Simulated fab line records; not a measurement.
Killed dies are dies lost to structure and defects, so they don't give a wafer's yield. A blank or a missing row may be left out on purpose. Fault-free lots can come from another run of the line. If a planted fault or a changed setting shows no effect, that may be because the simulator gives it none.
Lot-split experiment -- flow n5-finfet -- on a route of 1938 steps: 7 lots, 21 wafers read

ABOUT THE SPLIT
At N5_BEOL_M6_COAT_22 (resist thk 30 nm), the setting spin-rpm was moved away from the recipe's 1500 rpm on 6 of the 21 wafers read, by -8.4% to +7.5%. For the rest of the wafers, this setting stayed at what the recipe calls for.

FROM THE SPLIT TO THE READING: what the file shows between them, 5 steps
- N5_BEOL_M6_EBR_24
- N5_BEOL_M6_SOFTBAKE_23: time 60 s
- N5_BEOL_M6_EXPOSE_25: exposes mask V5, target cd 40 nm
- N5_BEOL_M6_PEB_26: peb time 60 s
- N5_BEOL_M6_DEVELOP_27: develop time 30 s

THE READING
CAR-EUV_of_BEOL_M6_COAT_22.thk-nm (the simulator's own value, which no gauge read), in nm, at N5_BEOL_M6_DESCUM_33 (chemistry O2, time 7 s). No usual value for it is given in the file. The 15 wafers here that ran the recipe average 26.0 nm, standard deviation 0.11 nm.

wafer,"tool, chamber at the split","spin-rpm as run, rpm",against the recipe,"CAR-EUV_of_BEOL_M6_COAT_22.thk-nm, nm",against lot-mates on the recipe
L075.1,"litho-track-02, 0",1374,-8.4%,27.4,+1.4
L075.2,"litho-track-02, 0",1374,-8.4%,27.4,+1.4
L075.6,"litho-track-02, 0",1500,recipe,26,-
L081.1,"litho-track-02, 0",1500,recipe,26,-
L081.3,"litho-track-02, 0",1500,recipe,26,-
L081.6,"litho-track-02, 0",1500,recipe,26.2,-
L082.1,"litho-track-02, 0",1500,recipe,26.2,-
L082.3,"litho-track-02, 0",1500,recipe,26.2,-
L082.5,"litho-track-02, 0",1613,+7.5%,25.2,-1.0
L083.2,"litho-track-02, 0",1500,recipe,26,-
L083.4,"litho-track-02, 0",1500,recipe,26,-
L083.6,"litho-track-02, 0",1374,-8.4%,27.6,+1.6
L084.2,"litho-track-02, 0",1434,-4.4%,26.8,+0.8
L084.5,"litho-track-02, 0",1500,recipe,26,-
L084.6,"litho-track-02, 0",1434,-4.4%,27,+1.0
L087.3,"litho-track-05, 0",1500,recipe,25.8,-
L087.4,"litho-track-05, 0",1500,recipe,26,-
L087.5,"litho-track-05, 0",1500,recipe,26.2,-
L089.1,"litho-track-05, 0",1500,recipe,26,-
L089.5,"litho-track-05, 0",1500,recipe,26,-
L089.6,"litho-track-05, 0",1500,recipe,26,-

FIT RESULTS
A straight line over all 21 wafers: CAR-EUV_of_BEOL_M6_COAT_22.thk-nm changes by -0.158 nm for each +1% of spin-rpm; r = -0.97; the points scatter about the line by 0.14 nm.
The same after taking each lot's own level away (the mean of its wafers on the recipe; 21 wafers): -0.167 nm for each +1%; r = -0.98; scatter 0.12 nm.
On that fit, the largest move of spin-rpm shifts the reading by 1.4 nm.
The span of the lots' own levels, 26.00 to 26.20 nm, comes to 1.8 times the standard deviation stated above.
Hence the lot-to-lot level has little effect on the slope; both slopes agree.
Check: for one of the wafers moved furthest among these (-8.4%), held out of the fit, the line's prediction against its lot-mates is +1.46 nm. It came out at +1.4 nm against them.

THESE WAFERS: OTHER SPLITS
Before the reading, these wafers also passed through other splits. Each is held against what the fit with the lots' levels taken away leaves over:
other split on the same wafers,wafers away from the commonest value,r with CAR-EUV_of_BEOL_M6_COAT_22.thk-nm (lot level and that fit taken away)
N5_BEOL_M1_COAT_05 spin-rpm,10,+0.02
N5_BEOL_M3_COAT_67 spin-rpm,11,-0.17
N5_BEOL_M3_EXPOSE_25 dose-mj,7,-0.36
N5_BEOL_M5_PECVD_70 temp-c,5,+0.30
N5_BEOL_M5_TRENCH_ETCH_37 source-w,10,+0.06
N5_BEOL_M5_ALD_86 ald-cycles,10,-0.55

THE WHOLE CHAIN: every reading that the file lists as answering this split, in the file's order
step,what it does,reading,change (the file's fit),r (the file's)
N5_BEOL_M6_COAT_22,resist thk 30 nm,"CAR-EUV_of_BEOL_M6_COAT_22.thk-nm (the simulator's own value, which no gauge read)",-0.159 nm for each +1% of the setting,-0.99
N5_BEOL_M6_DEVELOP_27,develop time 30 s,"CAR-EUV_of_BEOL_M6_COAT_22.thk-nm (the simulator's own value, which no gauge read)",-0.149 nm for each +1% of the setting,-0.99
N5_BEOL_M6_DESCUM_33,"chemistry O2, time 7 s","CAR-EUV_of_BEOL_M6_COAT_22.thk-nm (the simulator's own value, which no gauge read)",-0.169 nm for each +1% of the setting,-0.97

FILE'S OWN FIT
CAR-EUV_of_BEOL_M6_COAT_22.thk-nm changes by -0.169 nm for each +1% of spin-rpm, r = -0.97.
